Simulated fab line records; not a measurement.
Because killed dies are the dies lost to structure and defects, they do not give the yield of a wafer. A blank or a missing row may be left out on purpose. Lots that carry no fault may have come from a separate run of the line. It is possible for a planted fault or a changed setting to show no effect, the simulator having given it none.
Chamber matching / flow nand-harc / 4 sister chambers for NHARC_P_M0_DESCUM_14 on rie-diel-07
The step chemistry O2, time 3 s. 14 wafers are shown with their chamber, then 7 later ones without.

## WAFERS PAIRED WITH THEIR CHAMBERS
wafer=L750.2; chamber=1; showerhead-plenum-p-Torr (Torr)=1.78; rf-vpp-V (V)=56.4; throttle-valve-pct (%)=11.328
wafer=L750.5; chamber=0; showerhead-plenum-p-Torr (Torr)=1.92; rf-vpp-V (V)=57.2; throttle-valve-pct (%)=11.313
wafer=L750.6; chamber=1; showerhead-plenum-p-Torr (Torr)=1.78; rf-vpp-V (V)=56.1; throttle-valve-pct (%)=11.311
wafer=L751.1; chamber=1; showerhead-plenum-p-Torr (Torr)=1.78; rf-vpp-V (V)=59.0; throttle-valve-pct (%)=11.306
wafer=L751.4; chamber=3; showerhead-plenum-p-Torr (Torr)=2.04; rf-vpp-V (V)=58.0; throttle-valve-pct (%)=11.318
wafer=L751.5; chamber=1; showerhead-plenum-p-Torr (Torr)=1.78; rf-vpp-V (V)=56.2; throttle-valve-pct (%)=11.328
wafer=L761.2; chamber=1; showerhead-plenum-p-Torr (Torr)=1.78; rf-vpp-V (V)=57.1; throttle-valve-pct (%)=11.312
wafer=L761.4; chamber=0; showerhead-plenum-p-Torr (Torr)=1.91; rf-vpp-V (V)=57.9; throttle-valve-pct (%)=11.312
wafer=L761.5; chamber=2; showerhead-plenum-p-Torr (Torr)=2.03; rf-vpp-V (V)=58.9; throttle-valve-pct (%)=11.325
wafer=L763.3; chamber=2; showerhead-plenum-p-Torr (Torr)=2.03; rf-vpp-V (V)=58.5; throttle-valve-pct (%)=11.303
wafer=L763.5; chamber=2; showerhead-plenum-p-Torr (Torr)=2.03; rf-vpp-V (V)=56.6; throttle-valve-pct (%)=11.298
wafer=L763.6; chamber=1; showerhead-plenum-p-Torr (Torr)=1.78; rf-vpp-V (V)=57.5; throttle-valve-pct (%)=11.322
wafer=L765.1; chamber=0; showerhead-plenum-p-Torr (Torr)=1.91; rf-vpp-V (V)=57.1; throttle-valve-pct (%)=11.311
wafer=L765.2; chamber=2; showerhead-plenum-p-Torr (Torr)=2.03; rf-vpp-V (V)=59.3; throttle-valve-pct (%)=11.313

SIGNATURES, as means of the wafers listed above
reading=showerhead-plenum-p-Torr; chamber 0=1.9133; chamber 1=1.7800; chamber 2=2.0300; chamber 3=2.0400; scatter within a chamber=0.00258
reading=rf-vpp-V; chamber 0=57.400; chamber 1=57.050; chamber 2=58.325; chamber 3=58.000; scatter within a chamber=1.04
reading=throttle-valve-pct; chamber 0=11.31200; chamber 1=11.31783; chamber 2=11.30975; chamber 3=11.31800; scatter within a chamber=0.00935
Rule: for each reading, subtract the chamber's mean from the wafer's reading, divide by that reading's scatter and square the result; add these up over the readings and take the root, which gives the wafer's distance from the chamber. If the next closest chamber is less than 2 further off than the closest, the wafer can't be placed; otherwise it belongs to the closest. The scatter is the square root of a quotient: the sum, over the shown wafers, of each reading's squared deviation from its chamber's mean, divided by wafers minus chambers.

## WAFERS MISSING THEIR CHAMBER
wafer=L765.6; showerhead-plenum-p-Torr (Torr)=2.03; rf-vpp-V (V)=57.7; throttle-valve-pct (%)=11.303
wafer=L768.1; showerhead-plenum-p-Torr (Torr)=2.03; rf-vpp-V (V)=58.8; throttle-valve-pct (%)=11.307
wafer=L768.4; showerhead-plenum-p-Torr (Torr)=2.04; rf-vpp-V (V)=56.1; throttle-valve-pct (%)=11.317
wafer=L768.6; showerhead-plenum-p-Torr (Torr)=2.04; rf-vpp-V (V)=58.6; throttle-valve-pct (%)=11.300
wafer=L770.1; showerhead-plenum-p-Torr (Torr)=1.91; rf-vpp-V (V)=59.7; throttle-valve-pct (%)=11.314
wafer=L770.3; showerhead-plenum-p-Torr (Torr)=2.04; rf-vpp-V (V)=57.6; throttle-valve-pct (%)=11.324
wafer=L770.4; showerhead-plenum-p-Torr (Torr)=2.03; rf-vpp-V (V)=57.7; throttle-valve-pct (%)=11.316

## CHAMBER TAKEN BY EACH
wafer=L765.6; from the rows above=2; in truth=2
wafer=L768.1; from the rows above=2; in truth=2
wafer=L768.4; from the rows above=3; in truth=3
wafer=L768.6; from the rows above=3; in truth=3
wafer=L770.1; from the rows above=0; in truth=0
wafer=L770.3; from the rows above=3; in truth=3
wafer=L770.4; from the rows above=2; in truth=2
Placed correctly: 7 of 7. From these rows, 0 cannot be placed. Wrongly placed: 0.
